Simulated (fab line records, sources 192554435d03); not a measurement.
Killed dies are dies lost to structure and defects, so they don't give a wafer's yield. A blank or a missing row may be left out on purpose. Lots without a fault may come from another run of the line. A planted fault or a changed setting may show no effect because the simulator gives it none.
Which tool did it? | flow n5_finfet | 11 lots, 33 wafers sampled, at 2 steps of a route of 1938

WHAT THE GAUGES READ, wafer by wafer
N5_BEOL_M10_THK_MEAS_53: measures by xrf.
lot  | measured     | on            | M10_THK (nm)
L813 | day 10 06:33 | film_metro-01 | 133.1 132.1 135.7
L814 | day 10 11:22 | film_metro-01 | 136.2 138.1 137.8
L817 | day 11 13:20 | film_metro-01 | 138.6 138.2 139.0
L822 | day 12 01:31 | film_metro-02 | 139.0 141.2 138.1
L821 | day 12 01:58 | film_metro-02 | 137.1 138.0 134.4
L825 | day 13 02:03 | film_metro-02 | 138.2 135.7 139.2
L826 | day 13 09:26 | film_metro-02 | 135.5 135.8 135.3
L827 | day 13 20:04 | film_metro-02 | 140.4 136.3 138.0
L831 | day 14 19:20 | film_metro-02 | 138.5 137.5 138.1
L833 | day 15 05:11 | film_metro-02 | 138.4 135.8 138.5
L835 | day 15 18:25 | film_metro-02 | 138.8 141.5 138.3

N5_BEOL_M11_THK_MEAS_01.
lot  | measured     | on            | M11_ILD_THK (nm)
L813 | day 10 07:20 | film_metro-01 | 267 271 273
L814 | day 10 12:25 | film_metro-01 | 267 268 267
L817 | day 11 14:19 | film_metro-01 | 264 269 268
L822 | day 12 02:18 | film_metro-01 | 266 266 271
L821 | day 12 02:45 | film_metro-01 | 267 274 269
L825 | day 13 03:21 | film_metro-01 | 262 265 271
L826 | day 13 10:13 | film_metro-01 | 269 272 272
L827 | day 13 20:54 | film_metro-02 | 265 263 274
L831 | day 14 20:48 | film_metro-02 | 269 273 271
L833 | day 15 07:26 | film_metro-01 | 262 266 268
L835 | day 15 19:12 | film_metro-01 | 263 267 268

WHICH TOOL RAN EACH LOT (tool, then ch and the chambers of the sampled wafers, then the start)
The record holds no process step before these readings.

WHAT THE TOOLS THEMSELVES READ (means of the sampled wafers that have a number; where no wafer has one, the mark that the record gives instead)
The record holds no such reading with a usual standard deviation.

THE ANSWER, worked out from the rows above alone
Rule: what is usual is taken from the lots themselves. Put in order of their means at a reading, lots are off if they are a third of the lots or fewer, leave a main group of 4 or more, and stand apart from it by a gap of 3 or more times the standard deviation of the main group's means; of several such gaps the widest counts. A main group whose means are all the same, to the digits that the tables above print for the reading, isn't used. A lot without any number at a reading at which 4 lots or more have one is off too. The other lots that the step has rows for count as sound. The gauges are gone through in route order, then the tools' own readings, and for those a lot's mean is taken as printed above. The first step at which some lot is off is used, and at that step the reading that is off furthest; a lot without a number counts as furthest.
No lot is off at any reading shown: from this, nothing can be told.

WHAT THE SIMULATOR HAD PUT IN
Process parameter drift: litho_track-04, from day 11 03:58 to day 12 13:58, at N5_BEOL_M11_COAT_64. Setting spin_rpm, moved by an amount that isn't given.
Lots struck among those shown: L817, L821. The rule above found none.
